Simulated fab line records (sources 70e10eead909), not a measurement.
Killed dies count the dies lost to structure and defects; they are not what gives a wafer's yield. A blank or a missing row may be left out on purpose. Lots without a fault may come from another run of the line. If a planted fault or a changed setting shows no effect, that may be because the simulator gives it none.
Which tool is to blame? + flow nandHarc + 6 lots, 18 wafers sampled, at 2 steps of a route of 1159

## WHAT THE GAUGES SHOWED, per wafer
NHARC_END_SORT_01.
| lot  | measured     | on        | killedShort |
|------|--------------|-----------|-------------|
| L421 | day 23 21:30 | prober-02 | 6 2 3       |
| L430 | day 25 11:40 | prober-02 | 2 0 2       |

## WHICH TOOL RAN EACH LOT (tool, then ch and the chambers of the sampled wafers, then the start)
| lot  | NHARC_THIN_TSV_ETCHBACK_48        |
|------|-----------------------------------|
| L419 | rieDiel-01 ch 0,1,2, day 19 03:22 |
| L421 | rieDiel-08 ch 2,3, day 23 07:22   |
| L430 | rieDiel-01 ch 0,1,2, day 23 19:13 |
| L434 | rieDiel-10 ch 0,2, day 23 23:12   |
| L439 | rieDiel-01 ch 1,2,3, day 24 09:11 |
| L440 | rieDiel-01 ch 2,3, day 24 19:07   |
- NHARC_THIN_TSV_ETCHBACK_48: etches the open film in C4F8/Ar, target depth 1028.5 nm, time 405.17 s.

## THE ANSWER, worked out from the rows above alone
Rule: the lots themselves supply what counts as usual. The widest of any qualifying gaps counts: lots, ordered by their means at a reading, are off when they make up no more than a third of the lots, leave a main group of 4 or more, and stand apart from it by 3 or more times the standard deviation of that group's means. The tables above print the reading to a certain number of digits; a main group whose means all agree to those digits is not used. Also off: a lot with no number at a reading for which 4 or more lots have one. The other lots that the step has rows for count as sound.
No lot is off at any reading shown: from this, nothing can be told.

## WHAT THE SIMULATOR PUT IN
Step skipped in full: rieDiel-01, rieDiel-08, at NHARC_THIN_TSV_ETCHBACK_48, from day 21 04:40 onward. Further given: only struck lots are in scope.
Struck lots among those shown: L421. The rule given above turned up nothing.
